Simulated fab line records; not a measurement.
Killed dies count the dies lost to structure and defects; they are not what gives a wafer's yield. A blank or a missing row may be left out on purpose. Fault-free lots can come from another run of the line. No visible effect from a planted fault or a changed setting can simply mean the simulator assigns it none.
Chamber matching / flow n5_finfet / rie_diel-02 running N5_BEOL_M5_DESCUM_33: 4 sister chambers
The step chemistry O2, time 7 s. 16 wafers are shown with their chamber, then 8 later ones without.

## EACH WAFER AND ITS CHAMBER
wafer=L075.2; chamber=0; drypump_motor_current_A (A)=5.6; showerhead_plenum_p_Torr (Torr)=2.06; throttle_valve_pct (%)=20.38
wafer=L075.3; chamber=3; drypump_motor_current_A (A)=5.8; showerhead_plenum_p_Torr (Torr)=2.02; throttle_valve_pct (%)=20.75
wafer=L075.6; chamber=1; drypump_motor_current_A (A)=6.3; showerhead_plenum_p_Torr (Torr)=2.13; throttle_valve_pct (%)=20.19
wafer=L080.1; chamber=2; drypump_motor_current_A (A)=6.0; showerhead_plenum_p_Torr (Torr)=2.18; throttle_valve_pct (%)=20.56
wafer=L080.3; chamber=3; drypump_motor_current_A (A)=5.8; showerhead_plenum_p_Torr (Torr)=2.02; throttle_valve_pct (%)=20.76
wafer=L080.5; chamber=0; drypump_motor_current_A (A)=5.6; showerhead_plenum_p_Torr (Torr)=2.06; throttle_valve_pct (%)=20.40
wafer=L082.2; chamber=3; drypump_motor_current_A (A)=5.8; showerhead_plenum_p_Torr (Torr)=2.01; throttle_valve_pct (%)=20.77
wafer=L082.3; chamber=2; drypump_motor_current_A (A)=6.0; showerhead_plenum_p_Torr (Torr)=2.18; throttle_valve_pct (%)=20.59
wafer=L082.5; chamber=3; drypump_motor_current_A (A)=5.8; showerhead_plenum_p_Torr (Torr)=2.01; throttle_valve_pct (%)=20.78
wafer=L085.2; chamber=3; drypump_motor_current_A (A)=5.8; showerhead_plenum_p_Torr (Torr)=2.01; throttle_valve_pct (%)=20.79
wafer=L085.3; chamber=2; drypump_motor_current_A (A)=6.0; showerhead_plenum_p_Torr (Torr)=2.18; throttle_valve_pct (%)=20.60
wafer=L085.4; chamber=0; drypump_motor_current_A (A)=5.6; showerhead_plenum_p_Torr (Torr)=2.05; throttle_valve_pct (%)=20.42
wafer=L089.2; chamber=2; drypump_motor_current_A (A)=6.0; showerhead_plenum_p_Torr (Torr)=2.17; throttle_valve_pct (%)=20.61
wafer=L089.3; chamber=0; drypump_motor_current_A (A)=5.6; showerhead_plenum_p_Torr (Torr)=2.05; throttle_valve_pct (%)=20.42
wafer=L089.5; chamber=0; drypump_motor_current_A (A)=5.6; showerhead_plenum_p_Torr (Torr)=2.05; throttle_valve_pct (%)=20.42
wafer=L088.1; chamber=1; drypump_motor_current_A (A)=6.2; showerhead_plenum_p_Torr (Torr)=2.13; throttle_valve_pct (%)=20.21

SIGNATURES (averages over the wafers above)
reading=drypump_motor_current_A; chamber 0=5.600; chamber 1=6.250; chamber 2=6.000; chamber 3=5.800; scatter within a chamber=0.0204
reading=showerhead_plenum_p_Torr; chamber 0=2.0540; chamber 1=2.1300; chamber 2=2.1775; chamber 3=2.0140; scatter within a chamber=0.00512
reading=throttle_valve_pct; chamber 0=20.4080; chamber 1=20.2000; chamber 2=20.5900; chamber 3=20.7700; scatter within a chamber=0.018
Rule: for a wafer and a chamber, the distance is found by dividing, reading by reading, the gap between the wafer's reading and the chamber's mean by the reading's scatter, squaring, summing and taking the root. The wafer belongs to the nearest chamber; if the next one is less than 2 further off, it can't be placed. The scatter: take each reading less its chamber's mean, square it, sum over the shown wafers, divide by the number of wafers less the number of chambers, and take the root.

## WAFERS MISSING THEIR CHAMBER
wafer=L088.2; drypump_motor_current_A (A)=5.7; showerhead_plenum_p_Torr (Torr)=2.05; throttle_valve_pct (%)=20.44
wafer=L088.4; drypump_motor_current_A (A)=6.0; showerhead_plenum_p_Torr (Torr)=2.17; throttle_valve_pct (%)=20.61
wafer=L091.1; drypump_motor_current_A (A)=5.8; showerhead_plenum_p_Torr (Torr)=2.01; throttle_valve_pct (%)=20.81
wafer=L091.3; drypump_motor_current_A (A)=5.6; showerhead_plenum_p_Torr (Torr)=2.04; throttle_valve_pct (%)=20.43
wafer=L091.6; drypump_motor_current_A (A)=5.6; showerhead_plenum_p_Torr (Torr)=2.04; throttle_valve_pct (%)=20.43
wafer=L095.4; drypump_motor_current_A (A)=5.8; showerhead_plenum_p_Torr (Torr)=2.00; throttle_valve_pct (%)=20.84
wafer=L095.5; drypump_motor_current_A (A)=5.6; showerhead_plenum_p_Torr (Torr)=2.04; throttle_valve_pct (%)=20.46
wafer=L095.6; drypump_motor_current_A (A)=6.3; showerhead_plenum_p_Torr (Torr)=2.12; throttle_valve_pct (%)=20.24

## WHICH CHAMBER EACH WENT THROUGH
wafer=L088.2; from the rows above=0; in truth=0
wafer=L088.4; from the rows above=2; in truth=2
wafer=L091.1; from the rows above=3; in truth=3
wafer=L091.3; from the rows above=0; in truth=0
wafer=L091.6; from the rows above=0; in truth=0
wafer=L095.4; from the rows above=3; in truth=3
wafer=L095.5; from the rows above=0; in truth=0
wafer=L095.6; from the rows above=1; in truth=1
Correct placement for 8 of the 8. Not placeable from these rows: 0. Wrongly placed: 0.
